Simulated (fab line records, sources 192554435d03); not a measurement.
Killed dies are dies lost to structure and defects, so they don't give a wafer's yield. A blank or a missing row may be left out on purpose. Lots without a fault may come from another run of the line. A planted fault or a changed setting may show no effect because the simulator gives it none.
Chamber matching | flow n5_finfet | N5_BEOL_M5_CURE_80 on uv_cure-02: 3 sister chambers
The step cures SiCOH lowk, time 120 s. 6 wafers are shown with their chamber, then 9 later ones without.

WAFERS WITH THEIR CHAMBER
wafer  | chamber | wafer_temp_C_max | lamp_power_pct (%)
L081.4 | 1       | 370.9            | 52.24
L081.6 | 1       | 371.2            | 52.47
L084.4 | 0       | 371.3            | 52.30
L084.5 | 0       | 371.9            | 52.31
L087.3 | 2       | 371.6            | 52.36
L087.6 | 2       | 372.1            | 52.29

WAFERS WITHOUT THEIR CHAMBER
wafer  | wafer_temp_C_max | lamp_power_pct (%)
L088.1 | 371.5            | 52.30
L088.2 | 371.8            | 52.40
L088.4 | 371.5            | 52.37
L094.2 | 370.8            | 52.28
L094.3 | 371.2            | 52.33
L094.5 | 370.9            | 52.35
L095.1 | 371.5            | 52.30
L095.2 | 371.7            | 52.40
L095.4 | 371.5            | 52.35

WHICH CHAMBER EACH WENT THROUGH
wafer  | from the rows above          | in truth
L088.1 | can't be placed: 0 or 2 or 1 | 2
L088.2 | can't be placed: 2 or 0 or 1 | 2
L088.4 | can't be placed: 0 or 2 or 1 | 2
L094.2 | can't be placed: 1 or 0      | 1
L094.3 | can't be placed: 1 or 0 or 2 | 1
L094.5 | can't be placed: 1 or 0      | 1
L095.1 | can't be placed: 0 or 2 or 1 | 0
L095.2 | can't be placed: 2 or 0 or 1 | 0
L095.4 | can't be placed: 0 or 2 or 1 | 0
Placed correctly: 0 of 9. Can't be placed from these rows: 9 (the true chamber is among the candidates in 9). Placed wrongly: 0.
How it was worked out, from the rows above alone: a wafer's distance from a chamber is the root of the sum, over the readings, of the square of ((its reading less the chamber's mean) divided by the reading's scatter). The wafer belongs to the nearest chamber; if the next one is less than 2 further off, it can't be placed. A chamber's mean is the mean of its shown wafers. The scatter: the root of (the sum of the squares of (reading less its chamber's mean) over the shown wafers, divided by (wafers less chambers)).
